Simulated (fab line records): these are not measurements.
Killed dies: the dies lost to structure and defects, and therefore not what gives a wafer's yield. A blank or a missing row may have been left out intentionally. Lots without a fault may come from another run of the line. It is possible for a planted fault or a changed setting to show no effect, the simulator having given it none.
Chamber matching | flow n5Finfet | N5_BEOL_M1_DESCUM_16 on rieDiel-02 has 4 sister chambers
The step chemistry O2, time 7 s. 4 wafers are shown with their chamber, then 9 later ones without.

== WAFERS PAIRED WITH THEIR CHAMBERS ==
wafer  | chamber | drypumpMotorCurrentA (A)
L077.5 | 0       | 6.0
L079.2 | 1       | 5.9
L085.5 | 2       | 5.6
L085.6 | 3       | 4.7

== WAFERS WHOSE CHAMBER IS MISSING ==
wafer  | drypumpMotorCurrentA (A)
L092.1 | 4.7
L092.4 | 6.0
L092.5 | 4.8
L093.1 | 4.8
L093.4 | 6.0
L093.6 | 5.9
L097.2 | 6.0
L097.4 | 5.9
L097.6 | 4.7

== WHICH CHAMBER EACH WENT THROUGH ==
wafer  | from the rows above | in truth
L092.1 | 3                   | 3
L092.4 | 0                   | 0
L092.5 | 3                   | 3
L093.1 | 3                   | 3
L093.4 | 0                   | 0
L093.6 | 1                   | 1
L097.2 | 0                   | 0
L097.4 | 1                   | 1
L097.6 | 3                   | 3
Correct placement for 9 of the 9. Left unplaced by these rows: 0. Wrongly placed: 0.
How it was worked out, from the rows above alone: a wafer's distance from a chamber is the root of the sum, over the readings, of the square of ((its reading less the chamber's mean) divided by the reading's scatter). If the next closest chamber is less than 2 further off than the closest, the wafer can't be placed; otherwise it belongs to the closest. For every chamber, the mean is computed from those of its wafers that are shown. The scatter: with one shown wafer a chamber, the root of the mean of the squares of how far each hidden wafer lies from its nearest shown one.
